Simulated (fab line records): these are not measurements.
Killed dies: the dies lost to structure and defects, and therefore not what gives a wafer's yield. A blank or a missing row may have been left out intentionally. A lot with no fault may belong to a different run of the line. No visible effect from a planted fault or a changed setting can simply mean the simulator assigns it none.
The tool behind it: which one? | flow nandHarc | 20 lots, 60 wafers sampled, at 6 steps of a route of 1159

WHAT EACH GAUGE READ, for each wafer
Not one reading of a measure or inspect step in the record can be checked against a usual standard deviation.

WHICH TOOL RAN EACH LOT (tool, then ch and the chambers of the sampled wafers, then the start)
lot  | NHARC_P_BONDPAD_ETCH_12                      | NHARC_A_CHANNEL_HOLE_D1_ETCH_25 | NHARC_A_CHANNEL_HOLE_D1_ETCH_26 | NHARC_A_CHANNEL_HOLE_D1_STRIP_27             | NHARC_A_STAIRCASE_DESCUM_168      | NHARC_A_STAIRCASE_ETCH_169
L075 | rieDiel-09 ch 0,2,3, day 8 15:52 or earlier  | harEtch-02 ch 0,1, day 8 15:52  | harEtch-02 ch 0,1, day 8 16:45  | rieDiel-13 ch 0,2,3, day 10 18:07 or earlier | rieDiel-08 ch 0,1,3, day 10 18:07 | rieDiel-08 ch 0,1,3, day 10 18:12
L074 | rieDiel-09 ch 0,1,3, day 8 14:02 or earlier  | harEtch-01 ch 0,1, day 8 14:02  | harEtch-01 ch 0,1, day 8 14:55  | rieDiel-05 ch 0,1,3, day 10 17:58 or earlier | rieDiel-08 ch 0,1,3, day 10 17:58 | rieDiel-08 ch 1,2, day 10 18:02
L076 | rieDiel-09 ch 0,1, day 9 02:08 or earlier    | harEtch-02 ch 0,1, day 9 02:08  | harEtch-02 ch 0,1, day 9 02:46  | rieDiel-13 ch 0,1, day 11 10:25 or earlier   | rieDiel-02 ch 0,2, day 11 10:25   | rieDiel-02 ch 1,2, day 11 10:30
L078 | rieDiel-09 ch 0,1,3, day 9 14:01 or earlier  | harEtch-01 ch 1, day 9 14:01    | harEtch-01 ch 1, day 9 14:54    | rieDiel-05 ch 0,1,3, day 11 22:46 or earlier | rieDiel-01 ch 0,1,3, day 11 22:46 | rieDiel-01 ch 0,2, day 11 22:59
L077 | rieDiel-09 ch 0,2,3, day 9 09:52 or earlier  | harEtch-01 ch 0,1, day 9 09:52  | harEtch-01 ch 0,1, day 9 10:44  | rieDiel-05 ch 0,1,3, day 11 13:58 or earlier | rieDiel-01 ch 1,2,3, day 11 13:58 | rieDiel-01 ch 0,1,3, day 11 14:07
L079 | rieDiel-09 ch 1,2, day 9 10:43 or earlier    | harEtch-02 ch 1, day 9 10:43    | harEtch-02 ch 1, day 9 11:35    | rieDiel-04 ch 0,2,3, day 11 13:47 or earlier | rieDiel-02 ch 0,2,3, day 11 13:47 | rieDiel-02 ch 0,2,3, day 11 14:00
L080 | rieDiel-09 ch 0,1,2, day 9 21:05 or earlier  | harEtch-02 ch 0,1, day 9 21:05  | harEtch-02 ch 0,1, day 9 21:44  | rieDiel-13 ch 0,1,3, day 12 02:11 or earlier | rieDiel-01 ch 0,1, day 12 02:11   | rieDiel-01 ch 0,1,3, day 12 02:23
L081 | rieDiel-09 ch 1,3, day 10 10:56 or earlier   | harEtch-02 ch 0,1, day 10 10:56 | harEtch-02 ch 0,1, day 10 11:35 | rieDiel-13 ch 1,2, day 12 16:37 or earlier   | rieDiel-01 ch 0,1,3, day 12 16:37 | rieDiel-01 ch 0,1, day 12 16:41
L083 | rieDiel-02 ch 0,3, day 10 14:50 or earlier   | harEtch-02 ch 0,1, day 10 14:50 | harEtch-02 ch 0,1, day 10 15:43 | rieDiel-05 ch 2,3, day 12 21:20 or earlier   | rieDiel-01 ch 0,1,3, day 12 21:20 | rieDiel-01 ch 2,3, day 12 21:24
L082 | rieDiel-02 ch 0,3, day 10 12:08 or earlier   | harEtch-01 ch 0,1, day 10 12:08 | harEtch-01 ch 0,1, day 10 13:01 | rieDiel-13 ch 0,2,3, day 12 16:26 or earlier | rieDiel-02 ch 0,2, day 12 16:26   | rieDiel-02 ch 0,2, day 12 16:33
L084 | rieDiel-02 ch 0,2,3, day 11 12:26 or earlier | harEtch-02 ch 0,1, day 11 12:26 | harEtch-02 ch 0,1, day 11 13:19 | rieDiel-05 ch 2,3, day 13 18:39 or earlier   | rieDiel-01 ch 1,2,3, day 13 18:39 | rieDiel-01 ch 1,2,3, day 13 18:46
L086 | rieDiel-09 ch 0,1,2, day 11 13:07 or earlier | harEtch-01 ch 0,1, day 11 13:07 | harEtch-01 ch 0,1, day 11 13:59 | rieDiel-04 ch 0,1,2, day 13 18:29 or earlier | rieDiel-01 ch 0,1,2, day 13 18:29 | rieDiel-01 ch 0,1,3, day 13 18:34
L087 | rieDiel-08 ch 0,1,2, day 11 20:39 or earlier | harEtch-01 ch 0,1, day 11 20:39 | harEtch-01 ch 0,1, day 11 21:32 | rieDiel-04 ch 0,1,3, day 13 23:06 or earlier | rieDiel-01 ch 1,2,3, day 13 23:06 | rieDiel-01 ch 0,2,3, day 13 23:10
L089 | rieDiel-08 ch 1,3, day 12 07:44 or earlier   | harEtch-01 ch 0,1, day 12 07:44 | harEtch-01 ch 0,1, day 12 08:37 | rieDiel-13 ch 0,2,3, day 14 09:58 or earlier | rieDiel-08 ch 0,1, day 14 09:58   | rieDiel-08 ch 0,2, day 14 10:26
L090 | rieDiel-09 ch 2,3, day 12 04:32 or earlier   | harEtch-02 ch 0,1, day 12 04:32 | harEtch-02 ch 0,1, day 12 05:25 | rieDiel-04 ch 0,1, day 14 10:07 or earlier   | rieDiel-08 ch 0,3, day 14 10:07   | rieDiel-08 ch 0,1,3, day 14 10:42
L091 | rieDiel-08 ch 0,1, day 12 10:55 or earlier   | harEtch-02 ch 0,1, day 12 10:55 | harEtch-02 ch 0,1, day 12 11:34 | rieDiel-05 ch 1,2,3, day 14 19:41 or earlier | rieDiel-01 ch 1,2,3, day 14 19:41 | rieDiel-01 ch 1,2,3, day 14 19:52
L093 | rieDiel-09 ch 0,1,3, day 13 02:17 or earlier | harEtch-01 ch 1, day 13 02:17   | harEtch-01 ch 1, day 13 03:04   | rieDiel-05 ch 0,1,2, day 15 06:18 or earlier | rieDiel-02 ch 0,1,2, day 15 06:18 | rieDiel-02 ch 0,1, day 15 06:23
L095 | rieDiel-09 ch 0,1,3, day 13 11:11 or earlier | harEtch-01 ch 0,1, day 13 11:11 | harEtch-01 ch 0,1, day 13 12:02 | rieDiel-13 ch 1,3, day 15 20:30 or earlier   | rieDiel-02 ch 0,2, day 15 20:30   | rieDiel-02 ch 1,2,3, day 15 20:35
L094 | rieDiel-09 ch 0,3, day 13 10:44 or earlier   | harEtch-02 ch 1, day 13 10:44   | harEtch-02 ch 1, day 13 11:37   | rieDiel-05 ch 0,1,3, day 15 20:13 or earlier | rieDiel-02 ch 0,1,2, day 15 20:13 | rieDiel-02 ch 0,2,3, day 15 20:18
L097 | rieDiel-09 ch 1,3, day 14 13:02 or earlier   | harEtch-01 ch 0,1, day 14 13:02 | harEtch-01 ch 0,1, day 14 13:47 | rieDiel-05 ch 0,2,3, day 16 16:43 or earlier | rieDiel-08 ch 1,2, day 16 16:43   | rieDiel-08 ch 0,1,2, day 16 16:49
- NHARC_P_BONDPAD_ETCH_12: etches the open film in CHF3/O2, target depth 200 nm, time 100 s.
- NHARC_A_CHANNEL_HOLE_D1_ETCH_25: etches the open film in C4F8/O2/Ar, time 1040.2 s, target depth 1500 nm.
- NHARC_A_CHANNEL_HOLE_D1_ETCH_26: etches the open film in C4F8/O2/Ar, time 224.1 s, target depth 300 nm.
- NHARC_A_CHANNEL_HOLE_D1_STRIP_27: strips in O2.
- NHARC_A_STAIRCASE_DESCUM_168: chemistry O2, time 3 s.
- NHARC_A_STAIRCASE_ETCH_169: etches the open film in CH3F/O2, target depth 50 nm, time 107.1 s.

WHAT THE TOOLS THEMSELVES READ (means of the sampled wafers that have a number; where no wafer has one, the mark that the record gives instead)
NHARC_P_BONDPAD_ETCH_12.
lot  | tool       | biasW (W) | drypumpMotorCurrentA (A) | oesProductAu (a.u.) | rfVppV (V) | showerheadPlenumPTorr (Torr) | throttleValvePct (%)
L075 | rieDiel-09 | 200.4     | 5.6                      | 0.936               | 369.0      | 2.33                         | 20.570
L074 | rieDiel-09 | 200.2     | 5.5                      | 0.923               | 371.7      | 2.44                         | 20.569
L076 | rieDiel-09 | 200.2     | 5.6                      | 0.951               | 372.7      | 2.53                         | 20.564
L078 | rieDiel-09 | 200.8     | 5.5                      | 0.931               | 371.2      | 2.44                         | 20.575
L077 | rieDiel-09 | 199.6     | 5.6                      | 0.977               | 369.2      | 2.33                         | 20.572
L079 | rieDiel-09 | 201.0     | 5.8                      | 0.920               | 369.3      | 2.36                         | 20.581
L080 | rieDiel-09 | 200.2     | 5.6                      | 0.926               | 371.3      | 2.42                         | 20.592
L081 | rieDiel-09 | 199.7     | 5.6                      | 0.973               | 369.6      | 2.38                         | 20.572
L083 | rieDiel-02 | 200.6     | 6.0                      | 0.959               | 369.9      | 2.40                         | 20.567
L082 | rieDiel-02 | 199.8     | 5.5                      | 0.958               | 372.8      | 2.50                         | 20.575
L084 | rieDiel-02 | 199.7     | 6.0                      | 0.944               | 371.5      | 2.46                         | 20.581
L086 | rieDiel-09 | 199.4     | 5.6                      | 0.927               | 371.2      | 2.42                         | 20.567
L087 | rieDiel-08 | 199.4     | 5.4                      | 0.923               | 369.7      | 2.35                         | 20.568
L089 | rieDiel-08 | 200.1     | 5.5                      | 0.922               | 371.5      | 2.40                         | 20.571
L090 | rieDiel-09 | 200.4     | 5.7                      | 0.921               | 368.0      | 2.27                         | 20.573
L091 | rieDiel-08 | 200.6     | 5.3                      | 0.928               | 370.3      | 2.39                         | 20.570
L093 | rieDiel-09 | 200.0     | 5.6                      | 0.924               | 370.8      | 2.43                         | 20.568
L095 | rieDiel-09 | 200.0     | 5.5                      | 0.926               | 370.2      | 2.43                         | 20.576
L094 | rieDiel-09 | 199.9     | 5.4                      | 0.965               | 370.2      | 2.39                         | 20.581
L097 | rieDiel-09 | 200.1     | 5.6                      | 0.985               | 372.7      | 2.48                         | 20.570

NHARC_A_CHANNEL_HOLE_D1_ETCH_25.
lot  | tool       | drypumpMotorCurrentA (A) | showerheadPlenumPTorr (Torr) | throttleValvePct (%)
L075 | harEtch-02 | 5.93                     | 3.61                         | 32.240
L074 | harEtch-01 | 5.71                     | 3.66                         | 32.234
L076 | harEtch-02 | 6.08                     | 3.63                         | 32.234
L078 | harEtch-01 | 5.69                     | 3.73                         | 32.231
L077 | harEtch-01 | 5.71                     | 3.69                         | 32.233
L079 | harEtch-02 | 6.22                     | 3.65                         | 32.234
L080 | harEtch-02 | 5.93                     | 3.60                         | 32.229
L081 | harEtch-02 | 6.07                     | 3.62                         | 32.242
L083 | harEtch-02 | 5.94                     | 3.59                         | 32.235
L082 | harEtch-01 | 5.70                     | 3.69                         | 32.234
L084 | harEtch-02 | 6.09                     | 3.61                         | 32.229
L086 | harEtch-01 | 5.70                     | 3.65                         | 32.240
L087 | harEtch-01 | 5.71                     | 3.68                         | 32.243
L089 | harEtch-01 | 5.71                     | 3.64                         | 32.245
L090 | harEtch-02 | 6.10                     | 3.61                         | 32.238
L091 | harEtch-02 | 6.07                     | 3.61                         | 32.232
L093 | harEtch-01 | 5.70                     | 3.71                         | 32.240
L095 | harEtch-01 | 5.70                     | 3.67                         | 32.233
L094 | harEtch-02 | 6.24                     | 3.63                         | 32.231
L097 | harEtch-01 | 5.70                     | 3.63                         | 32.236

NHARC_A_CHANNEL_HOLE_D1_ETCH_26.
lot  | tool       | drypumpMotorCurrentA (A) | showerheadPlenumPTorr (Torr) | throttleValvePct (%)
L075 | harEtch-02 | 5.94                     | 3.65                         | 24.573
L074 | harEtch-01 | 5.70                     | 3.71                         | 24.591
L076 | harEtch-02 | 6.08                     | 3.67                         | 24.584
L078 | harEtch-01 | 5.70                     | 3.78                         | 24.590
L077 | harEtch-01 | 5.70                     | 3.75                         | 24.590
L079 | harEtch-02 | 6.25                     | 3.70                         | 24.582
L080 | harEtch-02 | 5.95                     | 3.64                         | 24.586
L081 | harEtch-02 | 6.09                     | 3.66                         | 24.584
L083 | harEtch-02 | 5.95                     | 3.64                         | 24.584
L082 | harEtch-01 | 5.69                     | 3.74                         | 24.583
L084 | harEtch-02 | 6.09                     | 3.66                         | 24.577
L086 | harEtch-01 | 5.72                     | 3.69                         | 24.593
L087 | harEtch-01 | 5.70                     | 3.73                         | 24.578
L089 | harEtch-01 | 5.70                     | 3.68                         | 24.587
L090 | harEtch-02 | 6.07                     | 3.65                         | 24.571
L091 | harEtch-02 | 6.09                     | 3.65                         | 24.572
L093 | harEtch-01 | 5.69                     | 3.76                         | 24.582
L095 | harEtch-01 | 5.69                     | 3.72                         | 24.580
L094 | harEtch-02 | 6.22                     | 3.68                         | 24.579
L097 | harEtch-01 | 5.71                     | 3.67                         | 24.580

NHARC_A_CHANNEL_HOLE_D1_STRIP_27.
lot  | tool       | drypumpMotorCurrentA (A) | oesProductAu (a.u.) | rfVppV (V) | showerheadPlenumPTorr (Torr) | throttleValvePct (%)
L075 | rieDiel-13 | 5.9                      | 0.995               | 57.3       | 3.36                         | 17.028
L074 | rieDiel-05 | 6.0                      | 1.003               | 58.2       | 3.60                         | 17.046
L076 | rieDiel-13 | 6.5                      | 1.006               | 58.3       | 3.41                         | 17.031
L078 | rieDiel-05 | 6.0                      | 0.996               | 57.3       | 3.60                         | 17.035
L077 | rieDiel-05 | 6.0                      | 1.002               | 58.0       | 3.60                         | 17.037
L079 | rieDiel-04 | 5.5                      | 0.990               | 56.8       | 3.50                         | 17.033
L080 | rieDiel-13 | 5.9                      | 1.009               | 57.9       | 3.45                         | 17.027
L081 | rieDiel-13 | 6.0                      | 0.995               | 57.7       | 3.40                         | 17.041
L083 | rieDiel-05 | 6.2                      | 0.996               | 57.5       | 3.46                         | 17.046
L082 | rieDiel-13 | 5.9                      | 1.004               | 58.0       | 3.36                         | 17.038
L084 | rieDiel-05 | 6.2                      | 0.996               | 57.3       | 3.46                         | 17.029
L086 | rieDiel-04 | 5.3                      | 1.009               | 56.9       | 3.51                         | 17.033
L087 | rieDiel-04 | 5.7                      | 1.000               | 56.7       | 3.55                         | 17.041
L089 | rieDiel-13 | 5.9                      | 1.006               | 57.0       | 3.36                         | 17.037
L090 | rieDiel-04 | 5.5                      | 0.999               | 58.3       | 3.56                         | 17.041
L091 | rieDiel-05 | 6.1                      | 1.005               | 58.2       | 3.47                         | 17.035
L093 | rieDiel-05 | 5.7                      | 1.003               | 58.0       | 3.53                         | 17.040
L095 | rieDiel-13 | 5.7                      | 1.011               | 57.7       | 3.52                         | 17.043
L094 | rieDiel-05 | 6.0                      | 1.008               | 58.8       | 3.60                         | 17.038
L097 | rieDiel-05 | 5.8                      | 1.001               | 58.3       | 3.51                         | 17.038

NHARC_A_STAIRCASE_DESCUM_168.
lot  | tool       | drypumpMotorCurrentA (A) | oesProductAu (a.u.) | rfVppV (V) | showerheadPlenumPTorr (Torr) | throttleValvePct (%)
L075 | rieDiel-08 | 5.6                      | 1.000               | 58.9       | 1.94                         | 11.312
L074 | rieDiel-08 | 5.6                      | 0.994               | 57.6       | 1.94                         | 11.305
L076 | rieDiel-02 | 6.0                      | 1.003               | 58.6       | 1.99                         | 11.316
L078 | rieDiel-01 | 5.5                      | 1.007               | 58.7       | 1.98                         | 11.311
L077 | rieDiel-01 | 5.4                      | 1.012               | 58.0       | 1.93                         | 11.304
L079 | rieDiel-02 | 6.0                      | 1.002               | 58.0       | 1.95                         | 11.316
L080 | rieDiel-01 | 5.7                      | 1.011               | 58.3       | 1.97                         | 11.304
L081 | rieDiel-01 | 5.6                      | 1.000               | 58.3       | 1.98                         | 11.307
L083 | rieDiel-01 | 5.6                      | 1.004               | 58.0       | 1.98                         | 11.306
L082 | rieDiel-02 | 6.0                      | 0.999               | 58.2       | 1.99                         | 11.316
L084 | rieDiel-01 | 5.4                      | 1.003               | 57.8       | 1.92                         | 11.316
L086 | rieDiel-01 | 5.7                      | 1.004               | 57.6       | 1.96                         | 11.310
L087 | rieDiel-01 | 5.4                      | 1.012               | 58.2       | 1.92                         | 11.308
L089 | rieDiel-08 | 5.3                      | 1.006               | 57.5       | 1.90                         | 11.319
L090 | rieDiel-08 | 5.8                      | 1.000               | 57.8       | 1.96                         | 11.311
L091 | rieDiel-01 | 5.4                      | 0.992               | 56.8       | 1.92                         | 11.320
L093 | rieDiel-02 | 5.5                      | 0.994               | 58.1       | 1.94                         | 11.305
L095 | rieDiel-02 | 6.0                      | 0.992               | 58.0       | 1.98                         | 11.313
L094 | rieDiel-02 | 5.5                      | 0.996               | 57.9       | 1.93                         | 11.319
L097 | rieDiel-08 | 5.5                      | 0.995               | 58.6       | 2.00                         | 11.313

NHARC_A_STAIRCASE_ETCH_169.
lot  | tool       | biasW (W) | drypumpMotorCurrentA (A) | oesProductAu (a.u.) | rfVppV (V) | showerheadPlenumPTorr (Torr) | throttleValvePct (%)
L075 | rieDiel-08 | 100.2     | 5.6                      | 0.950               | 244.3      | 2.49                         | 20.667
L074 | rieDiel-08 | 100.2     | 5.5                      | 0.977               | 241.6      | 2.32                         | 20.661
L076 | rieDiel-02 | 99.9      | 6.1                      | 0.963               | 245.1      | 2.46                         | 20.667
L078 | rieDiel-01 | 99.9      | 5.7                      | 0.925               | 245.4      | 2.51                         | 20.654
L077 | rieDiel-01 | 100.0     | 5.5                      | 0.949               | 244.2      | 2.55                         | 20.663
L079 | rieDiel-02 | 99.9      | 6.0                      | 0.950               | 245.5      | 2.51                         | 20.665
L080 | rieDiel-01 | 100.5     | 5.5                      | 0.940               | 244.8      | 2.54                         | 20.661
L081 | rieDiel-01 | 100.1     | 5.7                      | 0.930               | 245.8      | 2.53                         | 20.661
L083 | rieDiel-01 | 100.1     | 5.3                      | 0.925               | 245.1      | 2.46                         | 20.655
L082 | rieDiel-02 | 99.9      | 6.0                      | 0.936               | 245.5      | 2.55                         | 20.678
L084 | rieDiel-01 | 100.0     | 5.4                      | 0.928               | 245.2      | 2.47                         | 20.657
L086 | rieDiel-01 | 100.0     | 5.5                      | 0.928               | 245.1      | 2.54                         | 20.668
L087 | rieDiel-01 | 100.3     | 5.5                      | 0.967               | 245.6      | 2.53                         | 20.668
L089 | rieDiel-08 | 99.9      | 5.5                      | 0.936               | 246.3      | 2.56                         | 20.669
L090 | rieDiel-08 | 100.0     | 5.6                      | 0.928               | 244.3      | 2.48                         | 20.664
L091 | rieDiel-01 | 100.0     | 5.4                      | 0.936               | 244.0      | 2.47                         | 20.659
L093 | rieDiel-02 | 99.9      | 5.1                      | 0.949               | 243.7      | 2.42                         | 20.663
L095 | rieDiel-02 | 100.2     | 6.1                      | 0.950               | 243.1      | 2.39                         | 20.660
L094 | rieDiel-02 | 99.8      | 6.0                      | 0.972               | 244.3      | 2.49                         | 20.669
L097 | rieDiel-08 | 100.2     | 5.5                      | 0.972               | 245.6      | 2.51                         | 20.662

THE ANSWER, worked out from the rows above alone
Rule: what is usual is taken from the lots themselves. Put in order of their means at a reading, lots are off if they are a third of the lots or fewer, leave a main group of 4 or more, and stand apart from it by a gap of 3 or more times the standard deviation of the main group's means; of several such gaps the widest counts. A main group whose means are all the same, to the digits that the tables above print for the reading, isn't used. Also off: a lot with no number at a reading for which 4 or more lots have one. Any other lot the step has rows for is counted as sound. First the gauges in route order, then the tools' own readings, where a lot's mean is used as printed above. The first step at which some lot is off is used, and at that step the reading that is off furthest; a lot without a number counts as furthest.
None of the lots is off at any reading shown; this tells nothing.

WHAT THE SIMULATOR PUT IN
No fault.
